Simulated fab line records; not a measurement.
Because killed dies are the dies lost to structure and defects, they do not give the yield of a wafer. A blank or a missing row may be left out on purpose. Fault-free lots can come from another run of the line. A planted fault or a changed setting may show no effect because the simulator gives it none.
fab line records	flow n5_finfet
record: lots: 5	wafers: 15	last_day: 18
route steps=1938 shown BEOL_M3@962 BEOL_M4@1111 PASSIVATION@1936
lots untouched by any fault: they come from a run of this same line in which no faults occurred
start_h: hours from the record's opening day to when the first of the lot's shown wafers began	wait_h: hours since the lot's step before	" as in the row above	L1.1+2: several wafers, shown together as one row	- either no value or no given start	* or withheld: withheld	< > ~ a bound
route shown NAME@n: NAME is a module with steps in the file, n the number in the route of the first one	usual: the fault-free wafers' mean and standard deviation	same: alike in all rows	chamber/n: place in a boat	sites: each site's reading	_std_site: standard deviation of those values	_edge_site: mean of outer sites minus mean of inner sites	radius_mm: how far each site lies from the wafer's centre	mask NAME#n: copy n	behind: the most recent tool/chamber to have shaped the wafer	hold: reason for holding the lot/hours on hold/outcome of the hold	device: whichever transistor did not switch (one of n, p or np)	end of line: the route-end tests of the same wafers	step lacking rows: just its recipe	killed: not the wafer's yield, but the dies lost to structure and defects at the first sort	map: per-die view of a wafer (x killed, . not killed, _ where there is no die)
set.NAME: the setting that was run; set.NAME@STEP: the one run at that earlier step	model.NAME: the simulator's own value behind a step, which no gauge read
lots at some steps of the route; a table a step, a row a wafer
services: the hour from which a tool's chamber was out of use, counted from the record's first day as start_h (under 0 if before that day), plus the number of hours and why
== steps ==
step: N5_BEOL_M3_SOFTBAKE_23
recipe: temp_c: 110	time_s: 60	resist: CAR-EUV
step: N5_BEOL_M3_EXPOSE_25
recipe: mask_id: V2	na: 0.33	source_shape: quasar	sigma_inner: 0.2	sigma_outer: 0.8	polarization: unpolarized	defocus_nm: 5	dose_mj: 63
step: N5_BEOL_M3_PEB_26
recipe: peb_temp_c: 100	peb_time_s: 60	resist: CAR-EUV
step: N5_BEOL_M3_DEVELOP_27
recipe: develop_time_s: 30	developer: TMAH	resist: CAR-EUV	rinse_liquid: surfactant_rinse	dry: air_spin	dev_temp_c: 23
step: N5_BEOL_M3_CD_MEAS_28
recipe: target_cd_nm: 25.7	landing_energy_ev: 500	detector: se_inlens	target_cd_y_nm: 23.3	polarity: opening
usual: cd_nm: 25.64/0.22
lot.wafer	tool	chamber	start_h	wait_h	cd_nm
L567.2	cd_sem-03	0	207.02	-	25.68
L567.3	"	0	"	"	26.01
L567.4	"	0	"	"	25.66
L568.1	cd_sem-03	0	208.74	-	25.88
L568.4	"	0	"	"	25.58
L568.6	"	0	"	"	25.81
L572.2	cd_sem-02	0	252.20	-	25.54
L572.3	"	0	"	"	25.37
L572.6	"	0	"	"	25.38
L576.1	cd_sem-02	0	259.52	-	25.60
L576.2	"	0	"	"	25.48
L576.5	"	0	"	"	25.32
L580.1	cd_sem-02	0	283.91	-	25.92
L580.3	"	0	"	"	25.62
L580.4	"	0	"	"	26.10
step: N5_BEOL_M3_OVL_MEAS_29
recipe: points_per_wafer: 522
usual: V2_OVL: 0.0/0.74
lot.wafer	tool	chamber	start_h	wait_h	V2_OVL[nm]
L567.2	overlay-02	0	207.06	0.0	1.2
L567.3	"	0	"	"	1.5
L567.4	"	0	"	"	0.0
L568.1	overlay-02	0	208.77	0.0	-0.3
L568.4	"	0	"	"	-1.5
L568.6	"	0	"	"	-0.6
L572.2	overlay-02	0	252.24	0.0	-0.1
L572.3	"	0	"	"	-0.4
L572.6	"	0	"	"	0.2
L576.1	overlay-02	0	259.55	0.0	-0.3
L576.2	"	0	"	"	-0.2
L576.5	"	0	"	"	-0.3
L580.1	overlay-01	0	283.95	0.0	0.2
L580.3	"	0	"	"	-0.7
L580.4	"	0	"	"	1.0
step: N5_BEOL_M3_INSPECT_30
recipe: mode: adi	inspect_instrument: brightfield
usual: raw_defect_count: 421/96
lot.wafer	tool	chamber	start_h	wait_h	raw_defect_count
L567.2	defect_inspect-02	-	207.11	0.0	525
L567.3	"	-	"	"	527
L567.4	"	-	"	"	451
L568.1	defect_inspect-01	-	208.83	0.1	293
L568.4	"	-	"	"	290
L568.6	"	-	"	"	239
L572.2	defect_inspect-02	-	252.29	0.0	361
L572.3	"	-	"	"	345
L572.6	"	-	"	"	321
L576.1	defect_inspect-01	-	259.61	0.1	449
L576.2	"	-	"	"	373
L576.5	"	-	"	"	508
L580.1	defect_inspect-01	-	284.00	0.1	383
L580.3	"	-	"	"	409
L580.4	"	-	"	"	377
step: N5_BEOL_M3_DESCUM_33
recipe: chemistry: O2	time_s: 7	source_power_w: 50	bias_power_w: 20	pressure_mtorr: 20	rf_frequency_hz: 2.712e+07	temp_c: 40	resist: CAR-EUV	o2_flow_sccm: 225
usual: drypump_motor_current_A: 5.7/0.41	oes_product_au: 0.83/0.079	rf_vpp_V: 243.4/1.1	showerhead_plenum_p_Torr: 2.11/0.048	throttle_valve_pct: 20.37/0.18
lot.wafer	tool	chamber	start_h	wait_h	drypump_motor_current_A	oes_product_au	rf_hours_counter_h	rf_vpp_V	showerhead_plenum_p_Torr	throttle_valve_pct
L567.2	rie_diel-04	1	207.15	0.0	5.4	0.92	18	242.0	2.03	20.12
L567.3	"	2	"	"	6.4	0.86	55	244.4	2.13	20.51
L567.4	"	0	"	"	5.9	0.76	146	243.0	2.12	20.42
L568.1	rie_diel-04	1	208.87	0.0	5.4	0.93	18	240.8	2.03	20.11
L568.4	"	2	"	"	6.4	0.87	55	243.9	2.13	20.49
L568.6	"	2	"	"	6.4	0.86	-	243.7	2.13	20.50
L572.2	rie_diel-02	1	252.33	0.0	4.9	0.94	12	243.8	2.12	20.05
L572.3	"	0	"	"	5.3	0.92	21	244.0	2.22	20.00
L572.6	"	0	"	"	5.3	0.93	-	244.8	2.22	20.00
L576.1	rie_diel-02	1	259.65	0.0	4.9	0.93	16	244.2	2.12	20.03
L576.2	"	0	"	"	5.3	0.91	24	245.1	2.22	20.02
L576.5	"	1	"	"	4.9	0.93	-	242.8	2.12	20.05
L580.1	rie_diel-04	0	284.04	0.0	5.9	0.75	168	242.7	2.11	20.46
L580.3	"	3	"	"	5.7	0.83	69	242.9	2.10	20.39
L580.4	"	1	"	"	5.4	0.87	42	243.5	2.02	20.16
step: N5_BEOL_M3_ETCH_77
recipe: chemistry: N2/H2	target: underlayer	target_depth_a: 65	mask_material: CAR-EUV	time_s: 5.2	ion_energy_ev: 200	pressure_mtorr: 30	source_w: 840	bias_w: 150	n2_flow_sccm: 200	h2_flow_sccm: 200	ends: cleared
usual: drypump_motor_current_A: 5.7/0.41	etch_rf_on_time_s: 5.19/0.11	oes_product_au: 0.70/0.067	rf_vpp_V: 524.5/2.1	showerhead_plenum_p_Torr: 2.57/0.067	throttle_valve_pct: 17.83/0.25
lot.wafer	tool	chamber	start_h	wait_h	drypump_motor_current_A	etch_rf_on_time_s	oes_product_au	rf_hours_counter_h	rf_vpp_V	showerhead_plenum_p_Torr	throttle_valve_pct
L567.2	rie_diel-04	1	207.18	0.0	5.3	5.05	0.78	18	522.4	2.49	17.69
L567.3	"	2	"	"	6.4	5.02	0.75	55	526.8	2.59	18.05
L567.4	"	0	"	"	5.9	5.12	0.66	146	522.2	2.53	17.62
L568.1	rie_diel-04	1	208.90	0.0	5.3	5.09	0.79	18	522.8	2.49	17.73
L568.4	"	2	"	"	6.4	4.99	0.75	55	524.1	2.59	18.04
L568.6	"	2	"	"	6.4	5.03	0.75	-	523.1	2.59	18.06
L572.2	rie_diel-02	1	252.36	0.0	4.9	5.23	0.80	12	526.2	2.60	17.47
L572.3	"	0	"	"	5.4	5.21	0.78	21	527.5	2.73	17.67
L572.6	"	0	"	"	5.4	5.17	0.78	-	530.0	2.73	17.67
L576.1	rie_diel-02	1	259.68	0.0	4.9	5.26	0.77	16	525.4	2.59	17.49
L576.2	"	0	"	"	5.4	5.22	0.78	24	527.6	2.73	17.68
L576.5	"	1	"	"	4.9	5.31	0.78	-	523.2	2.59	17.50
L580.1	rie_diel-04	0	284.07	0.0	5.9	5.15	0.63	168	522.3	2.52	17.66
L580.3	"	3	"	"	5.7	5.22	0.70	69	524.5	2.60	18.06
L580.4	"	1	"	"	5.3	5.11	0.76	42	520.2	2.48	17.74
step: N5_BEOL_M3_ETCH_69
recipe: chemistry: CF4	target: SiARC	target_depth_a: 156	mask_material: CAR-EUV	time_s: 26	ion_energy_ev: 80	pressure_mtorr: 40	source_w: 545	bias_w: 36	Ar_flow_sccm: 100	cf4_flow_sccm: 100	ends: cleared
usual: drypump_motor_current_A: 5.7/0.41	etch_rf_on_time_s: 26.0/0.49	oes_product_au: 0.71/0.067	rf_vpp_V: 184.3/0.91	showerhead_plenum_p_Torr: 2.16/0.049	throttle_valve_pct: 15.54/0.2
lot.wafer	tool	chamber	start_h	wait_h	drypump_motor_current_A	etch_rf_on_time_s	oes_product_au	rf_hours_counter_h	rf_vpp_V	showerhead_plenum_p_Torr	throttle_valve_pct
L567.2	rie_diel-04	1	207.20	0.0	5.3	25.3	0.79	18	184.0	2.09	15.29
L567.3	"	2	"	"	6.4	25.4	0.75	55	184.6	2.19	15.66
L567.4	"	0	"	"	5.9	25.9	0.65	146	184.4	2.14	15.44
L568.1	rie_diel-04	1	208.92	0.0	5.3	25.7	0.78	18	183.0	2.09	15.29
L568.4	"	2	"	"	6.4	25.4	0.74	55	184.4	2.19	15.66
L568.6	"	2	"	"	6.3	25.5	0.74	-	185.3	2.19	15.67
L572.2	rie_diel-02	1	252.38	0.0	4.9	26.2	0.80	12	184.0	2.18	15.26
L572.3	"	0	"	"	5.4	25.8	0.79	21	185.1	2.27	15.23
L572.6	"	0	"	"	5.3	26.0	0.79	-	185.6	2.27	15.22
L576.1	rie_diel-02	1	259.70	0.0	4.9	26.5	0.78	16	186.1	2.18	15.27
L576.2	"	0	"	"	5.4	26.2	0.78	24	184.4	2.27	15.24
L576.5	"	1	"	"	4.9	26.5	0.78	-	183.7	2.18	15.27
L580.1	rie_diel-04	0	284.09	0.0	5.9	25.9	0.64	168	182.2	2.13	15.48
L580.3	"	3	"	"	5.7	26.3	0.70	69	183.4	2.18	15.73
L580.4	"	1	"	"	5.4	25.7	0.75	42	184.0	2.08	15.35
step: N5_BEOL_M3_ALD_98
recipe: material: SiO2	target_thk_a: 25	temp_c: 100	ald_precursor_family: BDEAS	ald_co_reactant: O2-plasma	pulse_time_s: 1	co_reactant_pulse_time_s: 1	purge_time_s: 2	co_reactant_purge_time_s: 2	ald_cycles: 17	pressure_torr: 2
usual: heater_power_outer_w: 40/4.4	heater_power_w: 78/8.8	precursor_pulse_height_rel: 0.997/0.019
same: pulse_time_s: 1
lot.wafer	tool	chamber	start_h	wait_h	heater_power_outer_w	heater_power_w	precursor_pulse_height_rel
L567.2	ald_sin-03	1	207.38	0.2	40	83	0.974
L567.3	"	3	"	"	38	74	0.954
L567.4	"	2	"	"	38	64	0.988
L568.1	ald_sin-02	0	209.26	0.3	45	83	1.008
L568.4	"	2	"	"	36	67	0.986
L568.6	"	1	"	"	38	73	1.001
L572.2	ald_sin-04	1	252.46	0.1	49	95	1.018
L572.3	"	0	"	"	37	70	0.986
L572.6	"	0	"	"	36	71	1.003
L576.1	ald_sin-04	1	260.16	0.4	50	91	0.997
L576.2	"	2	"	"	46	92	0.991
L576.5	"	0	"	"	36	71	0.986
L580.1	ald_sin-03	0	284.48	0.4	37	77	0.956
L580.3	"	3	"	"	39	76	0.981
L580.4	"	2	"	"	37	67	0.968
step: N5_BEOL_M3_ETCHBACK_99
recipe: chemistry: CHF3	target: SiO2	target_depth_a: 50	time_s: 10.4	source_w: 215	bias_w: 47	Ar_flow_sccm: 200	CHF3_flow_sccm: 12	ion_energy_ev: 100	pressure_mtorr: 30
usual: drypump_motor_current_A: 5.6/0.39	oes_product_au: 0.83/0.085	rf_vpp_V: 241.8/2.8	showerhead_plenum_p_Torr: 2.18/0.051	throttle_valve_pct: 17.00/0.22
lot.wafer	tool	chamber	start_h	wait_h	drypump_motor_current_A	oes_product_au	rf_hours_counter_h	rf_vpp_V	showerhead_plenum_p_Torr	throttle_valve_pct
L567.2	rie_diel-04	3	211.76	4.3	5.7	0.86	47	247.0	2.20	17.17
L567.3	"	2	"	"	6.4	0.87	56	243.3	2.19	17.13
L567.4	"	1	"	"	5.3	0.92	19	243.7	2.10	16.80
L568.1	rie_diel-02	3	217.11	7.8	5.2	0.70	181	244.3	2.24	17.36
L568.4	"	0	"	"	5.3	0.94	10	243.3	2.29	16.63
L568.6	"	0	"	"	5.3	0.95	-	242.5	2.29	16.64
L572.2	rie_diel-05	1	252.58	0.1	5.6	0.74	176	239.4	2.16	17.12
L572.3	"	2	"	"	5.5	0.86	63	239.0	2.17	16.90
L572.6	"	0	"	"	6.2	0.72	-	243.0	2.23	17.41
L576.1	rie_diel-02	0	267.71	7.5	5.4	0.90	28	243.2	2.28	16.67
L576.2	"	1	"	"	4.9	0.90	20	240.3	2.19	16.74
L576.5	"	2	"	"	5.6	0.72	-	238.9	2.13	16.89
L580.1	rie_diel-05	0	284.81	0.3	6.2	0.71	205	243.0	2.23	17.44
L580.3	"	1	"	"	5.6	0.72	187	238.6	2.15	17.10
L580.4	"	3	"	"	5.6	0.86	50	240.4	2.12	16.99
step: N5_BEOL_M3_ETCH_70
recipe: chemistry: N2/H2	target: SOC	target_depth_a: 800	overetch_a: 160	mask_material: SiARC	temp_c: 40	time_s: 120	ion_energy_ev: 200	pressure_mtorr: 30	source_w: 840	bias_w: 150	n2_flow_sccm: 200	h2_flow_sccm: 200
usual: drypump_motor_current_A: 5.6/0.39	oes_product_au: 0.64/0.063	rf_vpp_V: 524.7/2	showerhead_plenum_p_Torr: 2.58/0.073	throttle_valve_pct: 17.75/0.25
lot.wafer	tool	chamber	start_h	wait_h	drypump_motor_current_A	oes_product_au	rf_hours_counter_h	rf_vpp_V	showerhead_plenum_p_Torr	throttle_valve_pct	model.SiARC_of_BEOL_M3_COAT_68.thk_nm
L567.2	rie_diel-04	3	211.80	0.0	5.7	0.66	47	526.3	2.61	17.99	6.4
L567.3	"	2	"	"	6.4	0.66	56	524.7	2.59	18.01	6.2
L567.4	"	1	"	"	5.3	0.69	19	522.8	2.49	17.67	6.2
L568.1	rie_diel-02	3	217.14	0.0	5.2	0.54	181	527.0	2.65	18.19	6.4
L568.4	"	0	"	"	5.4	0.73	10	528.8	2.74	17.59	6.6
L568.6	"	0	"	"	5.4	0.72	-	527.3	2.74	17.60	6.4
L572.2	rie_diel-05	1	252.62	0.0	5.6	0.56	176	522.1	2.52	17.70	6.2
L572.3	"	2	"	"	5.5	0.66	63	524.7	2.59	17.72	6.6
L572.6	"	0	"	"	6.2	0.56	-	525.5	2.63	18.20	6.4
L576.1	rie_diel-02	0	267.74	0.0	5.4	0.69	28	528.4	2.73	17.63	4.2
L576.2	"	1	"	"	4.9	0.70	20	525.3	2.59	17.47	6.6
L576.5	"	2	"	"	5.6	0.56	-	522.9	2.52	17.56	6.6
L580.1	rie_diel-05	0	284.85	0.0	6.2	0.55	205	526.8	2.63	18.20	6.4
L580.3	"	1	"	"	5.6	0.55	187	523.3	2.51	17.70	6.2
L580.4	"	3	"	"	5.6	0.66	50	521.8	2.46	17.42	6.2
step: N5_BEOL_M3_STRIP_71
recipe: chemistry: N2/H2	temp_c: 40	n2_flow_sccm: 200	h2_flow_sccm: 200	rf_frequency_hz: 6e+07
step: N5_BEOL_M4_RC_MEAS_101
usual: DIBL_N: 35.7/1.5	DIBL_P: 35.7/2	IOFF_N: 0.155/0.026	IOFF_P: 0.20/0.031	ION_N: 675/11	ION_P: 462/7.1	SS_N: 71.3/0.57	SS_P: 73.1/0.56	VT_N: 250/3	VT_P: -251/3
lot.wafer	tool	chamber	start_h	wait_h	DIBL_N[mV/V]	DIBL_P[mV/V]	IOFF_N[nA/um]	IOFF_P[nA/um]	ION_N[uA/um]	ION_P[uA/um]	SS_N[mV/dec]	SS_P[mV/dec]	VT_N[mV]	VT_P[mV]
L567.2	prober-01	0	224.79	0.2	35.0	34.1	0.126	0.16	673	459	70.8	72.6	252	-257
L567.3	"	0	"	"	36.4	34.8	0.162	0.18	666	448	71.4	73.7	251	-254
L567.4	"	0	"	"	36.8	35.1	0.168	0.18	688	460	71.4	72.8	249	-255
L568.1	prober-01	0	232.30	0.0	36.0	35.8	0.142	0.18	674	460	71.3	73.3	252	-256
L568.4	"	0	"	"	36.2	37.0	0.152	0.18	675	461	71.4	74.2	251	-254
L568.6	"	0	"	"	34.4	34.1	0.125	0.15	670	463	70.6	72.5	252	-255
L572.2	prober-02	0	267.79	0.2	36.0	36.6	0.160	0.20	685	466	71.1	72.7	250	-255
L572.3	"	0	"	"	36.8	38.3	0.181	0.24	685	469	71.4	73.9	247	-249
L572.6	"	0	"	"	36.5	37.4	0.172	0.21	683	464	71.3	73.3	247	-251
L576.1	prober-02	0	292.94	0.0	33.0	34.1	0.122	0.14	677	453	70.5	72.4	253	-258
L576.2	"	0	"	"	34.8	35.4	0.139	0.15	673	452	71.1	72.5	253	-258
L576.5	"	0	"	"	33.7	34.6	0.132	0.15	679	456	71.4	73.2	251	-257
L580.1	prober-01	0	311.54	0.0	35.2	36.7	0.138	0.18	667	453	70.6	72.6	251	-255
L580.3	"	0	"	"	36.4	37.6	0.163	0.20	668	456	71.3	72.7	248	-251
L580.4	"	0	"	"	36.4	38.7	0.166	0.21	689	468	71.1	73.5	246	-253
step: N5_PASSIVATION_PROBE_49
usual: defect_limited_yield: 91.4/1.5	killed_at_M0_to_M3: 34/10	killed_at_M4_up: 15/6	killed_at_contacts: 12/6	killed_at_front_end: 37/11	killed_at_other: 3.3/2.8	killed_dies: 101/18	killed_on_rim: 14/4.4	killed_open: 66/14	killed_short: 33/7.8	sort_bin_5_function: 5.0/0.97	sort_bin_6_memory: 3.2/0.72	sort_n_pass: 1079/18	sort_yield_pct: 91.4/1.5
same: gross_dies: 1180	killed_at_back_side: 0	sort_bin_4_leakage[%]: 0	sort_bin_8_speed[%]: 0
lot.wafer	tool	chamber	start_h	wait_h	defect_limited_yield[%]	killed_at_M0_to_M3	killed_at_M4_up	killed_at_contacts	killed_at_front_end	killed_at_other	killed_dies	killed_on_rim	killed_open	killed_short	sort_bin_5_function[%]	sort_bin_6_memory[%]	sort_n_pass	sort_yield_pct[%]
L567.2	prober-02	-	323.84	0.1	92.5	36	20	3	26	3	88	10	54	33	4.3	3.0	1092	92.5
L567.3	prober-02	-	323.89	0.1	93.2	28	21	2	25	4	80	12	46	31	3.9	2.5	1100	93.2
L567.4	prober-02	-	323.94	0.2	92.2	33	21	8	29	1	92	12	53	37	4.5	2.9	1088	92.2
L568.1	prober-01	-	333.87	0.0	94.3	33	8	10	15	1	67	15	40	27	3.7	1.9	1113	94.3
L568.4	prober-01	-	334.02	0.2	94.1	27	9	12	21	1	70	15	41	20	3.4	1.6	1110	94.1
L568.6	prober-01	-	334.12	0.3	93.6	41	4	8	22	0	75	11	47	28	4.4	1.8	1105	93.6
L576.1	prober-01	-	400.66	0.0	92.6	30	18	16	21	2	87	12	58	26	4.1	3.0	1093	92.6
L576.2	prober-01	-	400.71	0.1	90.5	37	13	20	33	9	112	16	83	27	6.0	3.4	1068	90.5
L576.5	prober-01	-	400.86	0.2	90.6	33	22	17	37	2	111	17	82	29	5.9	3.1	1069	90.6
L580.1	prober-02	-	425.50	0.0	92.2	34	11	8	34	5	92	15	61	27	4.5	3.0	1088	92.2
L580.3	prober-02	-	425.60	0.1	91.3	35	12	7	44	5	103	15	68	34	5.2	3.4	1077	91.3
L580.4	prober-02	-	425.65	0.2	91.3	34	14	4	46	5	103	17	61	40	4.9	3.7	1077	91.3
killed by level:class
L567.2 FIN_SAQP:geometric_particle:short=9 BEOL_M0_SAQP:geometric_particle:short=8 BEOL_M4:geometric_particle:open=7 BEOL_M1:geometric_particle:open=7 BEOL_M0_SAQP:geometric_particle:open=6 STI_FIN_REVEAL:geometric_particle:open=5 BEOL_M3:geometric_particle:open=5 BEOL_M4:geometric_particle:short=4
L567.3 BEOL_M4:geometric_particle:open=9 BEOL_M0_SAQP:geometric_particle:short=8 BEOL_M0_SAQP:geometric_particle:open=8 BEOL_M1:geometric_particle:open=6 STARTING-WAFER:geometric_particle:short=4 BEOL_M5:geometric_particle:open=4 FIN_SAQP:geometric_particle:short=3 STI_FIN_REVEAL:geometric_particle:open=3
L567.4 BEOL_M0_SAQP:geometric_particle:short=13 FIN_SAQP:geometric_particle:short=9 BEOL_M0_SAQP:geometric_particle:open=7 BEOL_M4:geometric_particle:open=7 MOL_CONTACT_COAG:geometric_particle:open=6 BEOL_M3:geometric_particle:open=6 FIN_SAQP:geometric_particle:open=4 BEOL_M7:geometric_particle:open=4
L568.1 BEOL_M3:geometric_particle:open=13 MOL_CONTACT_COAG:geometric_particle:open=9 BEOL_M0_SAQP:geometric_particle:short=8 BEOL_M3:geometric_particle:short=5 DUMMY_GATE:geometric_particle:open=4 BEOL_M1:geometric_particle:open=4 STARTING-WAFER:geometric_particle:short=3 FIN_SAQP:geometric_particle:open=2
L568.4 MOL_CONTACT_COAG:geometric_particle:open=10 BEOL_M3:geometric_particle:short=10 HKMG_FIN:area_etch=9 BEOL_M3:geometric_particle:open=7 BEOL_M0_SAQP:geometric_particle:open=5 FIN_SAQP:geometric_particle:short=4 BEOL_M5:geometric_particle:open=4 BEOL_M2:geometric_particle:open=3
L568.6 BEOL_M3:geometric_particle:open=19 BEOL_M3:geometric_particle:short=8 MOL_CONTACT_COAG:geometric_particle:open=6 STARTING-WAFER:geometric_particle:short=6 BEOL_M0_SAQP:geometric_particle:short=5 BEOL_M1:geometric_particle:open=5 FIN_SAQP:geometric_particle:open=4 FIN_SAQP:geometric_particle:short=3
L576.1 MOL_CONTACT_COAG:geometric_particle:open=9 MOL_CONTACT_COAG:geometric_particle:short=7 BEOL_M4:geometric_particle:open=7 BEOL_M0_SAQP:geometric_particle:open=6 BEOL_M1:geometric_particle:open=6 BEOL_M2:geometric_particle:open=5 FIN_SAQP:geometric_particle:short=4 FIN_SAQP:geometric_particle:open=4
L576.2 MOL_CONTACT_COAG:geometric_particle:open=17 BEOL_M1:geometric_particle:open=17 FIN_SAQP:geometric_particle:open=7 PASS1_CAP:geometric_particle:open=6 FIN_SAQP:geometric_particle:short=5 BEOL_M2:geometric_particle:open=5 BEOL_M0_SAQP:geometric_particle:open=5 BEOL_M4:geometric_particle:open=5
L576.5 FIN_SAQP:geometric_particle:open=17 BEOL_M4:geometric_particle:open=16 MOL_CONTACT_COAG:geometric_particle:open=13 BEOL_M1:geometric_particle:open=9 FIN_SAQP:geometric_particle:short=7 BEOL_M2:geometric_particle:open=7 BEOL_M3:geometric_particle:open=5 MOL_CONTACT_COAG:geometric_particle:short=4
L580.1 FIN_SAQP:geometric_particle:open=12 DUMMY_GATE:geometric_particle:open=9 BEOL_M0_SAQP:geometric_particle:open=7 BEOL_M3:geometric_particle:open=7 MOL_CONTACT_COAG:geometric_particle:open=5 BEOL_M0_SAQP:geometric_particle:short=5 BEOL_M2:geometric_particle:open=5 BEOL_M4:geometric_particle:open=4
L580.3 FIN_SAQP:geometric_particle:short=13 BEOL_M0_SAQP:geometric_particle:open=11 BEOL_M0_SAQP:geometric_particle:short=9 FIN_SAQP:geometric_particle:open=8 DUMMY_GATE:geometric_particle:open=8 MOL_CONTACT_COAG:geometric_particle:open=6 BEOL_M3:geometric_particle:open=6 BEOL_M5:geometric_particle:open=4
L580.4 FIN_SAQP:geometric_particle:short=14 BEOL_M0_SAQP:geometric_particle:short=13 FIN_SAQP:geometric_particle:open=10 BEOL_M0_SAQP:geometric_particle:open=8 DUMMY_GATE:geometric_particle:open=6 BEOL_M6:geometric_particle:open=5 STI_FIN_REVEAL:geometric_particle:open=4 BEOL_M2:geometric_particle:open=4
== services ==
tool	chamber	start_h	hours	kind
rie_diel-02	1	189.27	-	clean
rie_diel-02	1	189.27	-	consumable_replace:focus_ring
rie_diel-02	1	189.27	21.8	scheduled_down
rie_diel-02	1	189.27	21.8	vent_cycle
ald_sin-03	0	190.75	-	clean
ald_sin-03	1	190.75	-	clean
ald_sin-03	2	190.75	-	clean
ald_sin-03	3	190.75	-	clean
rie_diel-02	0	190.78	2.9	repair
rie_diel-02	3	201.95	4.0	repair
rie_diel-05	3	210.20	15.3	repair
ald_sin-02	-	224.06	3.7	repair
ald_sin-04	-	243.96	1.4	repair
ald_sin-03	0	262.58	7.4	repair
rie_diel-02	3	264.08	11.4	repair
ald_sin-04	-	268.25	14.0	pm
ald_sin-04	0	268.25	14.0	vent_cycle
ald_sin-04	1	268.25	14.0	vent_cycle
ald_sin-04	2	268.25	14.0	vent_cycle
ald_sin-04	3	268.25	14.0	vent_cycle
rie_diel-02	-	271.71	2.8	pm
ald_sin-04	0	282.25	-	clean
ald_sin-04	1	282.25	-	clean
ald_sin-04	2	282.25	-	clean
== key ==
first_sign none at tools or gauges
model_effect: step: N5_BEOL_M3_ETCH_70	value: SiARC_of_BEOL_M3_COAT_68.thk_nm	without: 6.6	struck: 4.2
met_at N5_BEOL_M3_ETCH_70
struck_wafers L576.1
onset_between 217.14 267.74
fault: kind: process_parameter_drift	tool: rie_diel-02	chamber: 0	onset_h: 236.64	steps: N5_BEOL_M3_ETCH_70	channel: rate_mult	offset: 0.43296	shape: step	end_h: 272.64
